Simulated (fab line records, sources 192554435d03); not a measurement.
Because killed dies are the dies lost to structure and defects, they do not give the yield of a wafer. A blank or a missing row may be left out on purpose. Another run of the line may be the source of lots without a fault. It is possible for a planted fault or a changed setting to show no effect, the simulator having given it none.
Matching of chambers :: flow n5 finfet :: rie diel-06 running N5_BEOL_M5_STRIP_19: 4 sister chambers
The step strips in O2. 4 wafers are shown with their chamber, then 9 later ones without.

== WAFERS PAIRED WITH THEIR CHAMBERS ==
wafer: L085.3
chamber: 0
showerhead plenum p Torr (Torr): 2.00

wafer: L090.1
chamber: 2
showerhead plenum p Torr (Torr): 2.04

wafer: L090.3
chamber: 3
showerhead plenum p Torr (Torr): 2.19

wafer: L090.5
chamber: 1
showerhead plenum p Torr (Torr): 2.07

== WAFERS WITHOUT THEIR CHAMBER ==
wafer: L091.3
showerhead plenum p Torr (Torr): 2.07

wafer: L091.5
showerhead plenum p Torr (Torr): 2.19

wafer: L091.6
showerhead plenum p Torr (Torr): 1.99

wafer: L092.1
showerhead plenum p Torr (Torr): 2.19

wafer: L092.2
showerhead plenum p Torr (Torr): 1.99

wafer: L092.3
showerhead plenum p Torr (Torr): 2.04

wafer: L096.1
showerhead plenum p Torr (Torr): 2.04

wafer: L096.4
showerhead plenum p Torr (Torr): 2.18

wafer: L096.5
showerhead plenum p Torr (Torr): 2.04

== WHICH CHAMBER EACH WENT THROUGH ==
wafer: L091.3
from the rows above: 1
in truth: 1

wafer: L091.5
from the rows above: 3
in truth: 3

wafer: L091.6
from the rows above: 0
in truth: 0

wafer: L092.1
from the rows above: 3
in truth: 3

wafer: L092.2
from the rows above: 0
in truth: 0

wafer: L092.3
from the rows above: 2
in truth: 2

wafer: L096.1
from the rows above: 2
in truth: 2

wafer: L096.4
from the rows above: 3
in truth: 3

wafer: L096.5
from the rows above: 2
in truth: 2
Correctly placed: 9 of 9. Number that these rows cannot place: 0. Wrongly placed: 0.
How it was worked out, from the rows above alone: a wafer's distance from a chamber is the root of the sum, over the readings, of the square of ((its reading less the chamber's mean) divided by the reading's scatter). If the next closest chamber is less than 2 further off than the closest, the wafer can't be placed; otherwise it belongs to the closest. For every chamber, the mean is computed from those of its wafers that are shown. The scatter: with one shown wafer a chamber, the root of the mean of the squares of how far each hidden wafer lies from its nearest shown one.
